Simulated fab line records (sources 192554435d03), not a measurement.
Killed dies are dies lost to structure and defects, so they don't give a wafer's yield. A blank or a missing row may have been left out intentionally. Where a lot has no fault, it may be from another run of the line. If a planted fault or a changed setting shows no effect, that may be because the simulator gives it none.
Comparing a struck lot with a sound one	flow n5_finfet	29 out of 1938 route steps
Sound: wafers L628.1, L628.3, L628.5. Struck: wafer L614.2 (L614.3, L614.5, from the same lot, were not struck and are left out); the cause is given at the end.
Each step with rows lists, per side, the tool, then ch with its chambers, then its first start. Under that, the readings that differ: sound wafers	struck wafers	difference of the means	sigmas: that difference in standard deviations of wafers without a fault.
alike: readings with means less than 2 such deviations apart, plus words and numbers identical on both sides. not compared: withheld readings, readings lacking a value on some wafer, bounds such as >300 that could conceal the same value, and numbers that have no deviation in the record and whose values overlap.
The two part at a step that has a row with sigmas, a row that says differs or no value, or rows on one side only. When numbers do not overlap yet have no deviation, they are printed without sigmas and do not part them. A reading that every wafer of one side lacks parts them only if that side has two wafers or more.

first, 2 steps without rows for these wafers: N5_ZERO_LAYER_PRECLEAN_00 (cleans in SPM, time 600 s); N5_ZERO_LAYER_SRD_01 (time 30 s, dry time 30 s).
N5_ZERO_LAYER_PECVD_02: deposits SiO2 from SiH4/N2O, target thk 10 nm, time 6 s.
  sound on pecvd-01 ch 2, day 6 06:17; struck on pecvd-02 ch 0, day 2 18:17
reading	sound	struck	difference	sigmas
model.SiO2_of_ZERO_LAYER_PECVD_02.thk_nm (nm)	9.889 10.19 10.08	4.37	-5.68	
  alike: heater_power_w, showerhead_plenum_p_Torr
then, 24 steps without rows for these wafers: N5_ZERO_LAYER_HMDS_04 (time 60 s); N5_ZERO_LAYER_COAT_05 (resist thk 1000 nm); N5_ZERO_LAYER_EBR_07; N5_ZERO_LAYER_SOFTBAKE_06 (time 90 s); N5_ZERO_LAYER_EXPOSE_08 (exposes mask ZERO, defocus 0 nm, target cd 2000 nm); N5_ZERO_LAYER_PEB_09; N5_ZERO_LAYER_DEVELOP_10 (develop time 60 s); N5_ZERO_LAYER_HARDBAKE_23 (time 120 s); N5_ZERO_LAYER_DESCUM_16 (chemistry O2, time 7.9 s); N5_ZERO_LAYER_ETCH_17 (etches SiO2 in CF4, target depth 12 nm, time 13.3 s); N5_ZERO_LAYER_ETCH_18 (etches Si in HBr/Cl2, target depth 120 nm, time 40 s); N5_ZERO_LAYER_STRIP_24 (strips in O2); N5_ZERO_LAYER_STRIP_19 (strips in SPM, time 900 s); N5_WELL_APT_HMDS_01 (time 60 s); N5_WELL_APT_COAT_02 (resist thk 950 nm); N5_WELL_APT_EBR_04; N5_WELL_APT_SOFTBAKE_03 (time 60 s); N5_WELL_APT_EXPOSE_05 (exposes mask NWELL, defocus 0 nm, target cd 200 nm); N5_WELL_APT_PEB_06 (peb time 90 s); N5_WELL_APT_DEVELOP_07 (develop time 45 s); N5_WELL_APT_HARDBAKE_12 (time 120 s); N5_WELL_APT_DESCUM_13 (chemistry O2, time 7.9 s); N5_WELL_APT_IMPLANT_14; N5_WELL_APT_IMPLANT_15.
-- here the record skips 9 days between the struck wafers' starts before and after, leaving off in module WELL_APT and picking up in module BEOL_M4 (first step shown: number 1111 of the route) --
N5_BEOL_M4_RC_MEAS_101:
  sound on prober-01 ch 0, day 15 03:50; struck on prober-01 ch 0, day 11 22:43
reading	sound	struck	difference	sigmas
CJ_N	4.41 4.32 4.32	3.99	-0.36	-4
RS_PWELL (ohm/sq)	3036 3041 3056	2920	-124	-5
  alike: DIBL_N, DIBL_P, IOFF_N, IOFF_P, ION_N, ION_P, SS_N, SS_P, VT_N, VT_P
N5_PASSIVATION_PROBE_49:
  sound wafers here have rows in the record (prober-01, day 20 03:06); struck ones have none

WHERE THEY PART
Last at N5_PASSIVATION_PROBE_49 as far as this record goes, first at N5_BEOL_M4_RC_MEAS_101.

WHY: whatever the simulator had introduced
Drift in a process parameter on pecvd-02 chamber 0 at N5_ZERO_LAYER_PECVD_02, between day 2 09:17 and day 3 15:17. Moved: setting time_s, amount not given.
